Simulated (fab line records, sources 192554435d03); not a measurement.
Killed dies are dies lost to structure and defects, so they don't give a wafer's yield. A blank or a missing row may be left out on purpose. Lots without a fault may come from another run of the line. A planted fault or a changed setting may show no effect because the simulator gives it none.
Problem report in the 8D (eight disciplines) form, filled by code | flow n5_finfet | the parts of the form that need people (team, actions taken, sign-off) are left out

1. THE PROBLEM
spin_speed_rpm at N5_SD_EPI_P_COAT_35 reads a mean of 1249.8 rpm on 6 wafers of 2 lots; wafers without a fault read 1499.7 rpm with a standard deviation of 0.96. That is -99 or more standard deviations from the usual mean.
The step: time 60 s, resist thk 35 nm.
First seen on wafer L842.2, day 7 02:23, on litho_track-01. The record holds 12 wafers of 4 lots with a number at this step. Rule for "out", or "out of limits": more than 4 standard deviations from the usual mean. The other wafers with a number count as sound.

2. WHAT IT IS AND WHAT IT IS NOT
question                    | is                     | is not
which readings at this step | spin_speed_rpm         | -
which lots                  | L842, L843             | L834, L849
which wafers of those lots  | all that have a number | -
read on which tools         | litho_track-01         | litho_track-02
when                        | from day 7 02:23       | up to then (3 sound wafers); but 3 sound wafers of L849 came after

3. SUSPECTS, AND WHAT RULES EACH OUT
Counting: a tool at a process step up to the reading stays a suspect if it ran every lot that is out and no sound lot after the first of them.
- litho_track-01 at N5_SD_EPI_P_COAT_35 (time 60 s, resist thk 35 nm): kept. It ran every lot that is out, first L842 (day 7 02:23), and no sound lot after that; its last sound lot up to then is L834 (day 5 05:26). Its own readings are out on those wafers: spin_speed_rpm.
Left after counting: litho_track-01 at N5_SD_EPI_P_COAT_35.

4. THE CAUSE (what the simulator had put in)
Process parameter drift: litho_track-01, from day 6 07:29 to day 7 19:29, at N5_SD_EPI_P_COAT_35. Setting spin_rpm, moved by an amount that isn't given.
Counting left only this tool.

5. THE CHAIN OF EFFECTS, in route order
Each row: a reading whose mean over the struck wafers that have a number lies more than 3 standard deviations from the usual. Only readings for which the record gives a usual standard deviation are gone through. hours: the time from each lot's start at the first step in this table that gives one to its start at this step, as a median over the lots. sigmas: the change in usual standard deviations.
hours | step                | reading        | usual      | on struck wafers | change | sigmas
0     | N5_SD_EPI_P_COAT_35 | spin_speed_rpm | 1499.7 rpm | 1249.8           | -249.9 | -99 or more
The process steps in it:
- N5_SD_EPI_P_COAT_35: time 60 s, resist thk 35 nm.
Later measuring or inspecting steps at which every struck wafer that the step has a row for has a number for every such reading, and none has moved that far: N5_BEOL_M4_RC_MEAS_101.

6. WHAT WOULD HAVE CAUGHT IT SOONER
In this record the first reading out of limits was taken at day 7 02:23, 19 hours after the fault began at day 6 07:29.
